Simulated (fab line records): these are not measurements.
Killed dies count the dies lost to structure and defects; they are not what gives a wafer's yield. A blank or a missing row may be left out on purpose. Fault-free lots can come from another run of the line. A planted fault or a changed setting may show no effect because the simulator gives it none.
Matching of chambers    flow nandHarc    NHARC_P_GATE_DESCUM_13 on rieDiel-13: 4 sister chambers
The step chemistry O2, time 3 s. 8 wafers are shown with their chamber, then 8 later ones without.

== EACH WAFER AND ITS CHAMBER ==
wafer   chamber  drypumpMotorCurrentA (A)  oesProductAu (a.u.)
L080.1  0        5.9                       0.986
L081.2  1        6.1                       0.990
L081.4  2        5.4                       0.988
L081.6  2        5.3                       0.987
L083.2  3        5.5                       1.008
L083.5  1        6.1                       1.000
L083.6  0        5.9                       0.994
L084.2  3        5.5                       1.001

== WAFERS WHOSE CHAMBER IS MISSING ==
wafer   drypumpMotorCurrentA (A)  oesProductAu (a.u.)
L084.3  5.3                       0.987
L084.5  5.9                       0.987
L087.1  5.3                       0.986
L087.5  5.3                       0.988
L087.6  5.5                       0.989
L088.1  6.1                       1.002
L088.3  5.5                       0.990
L088.6  5.3                       0.994

== THE CHAMBER EACH PASSED THROUGH ==
wafer   from the rows above      in truth
L084.3  2                        2
L084.5  0                        0
L087.1  2                        2
L087.5  2                        2
L087.6  can't be placed: 3 or 2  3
L088.1  1                        1
L088.3  can't be placed: 3 or 2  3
L088.6  2                        2
6 of 8 placed correctly. Unplaceable from these rows: 2, with the true chamber sitting among the candidates in 2. Number placed wrongly: 0.
How it was worked out, from the rows above alone: a wafer's distance from a chamber is the root of the sum, over the readings, of the square of ((its reading less the chamber's mean) divided by the reading's scatter). The wafer belongs to the nearest chamber; if the next one is less than 2 further off, it can't be placed. Each chamber's mean is taken over the wafers shown for it. The scatter is the square root of a quotient: the sum, over the shown wafers, of each reading's squared deviation from its chamber's mean, divided by wafers minus chambers.
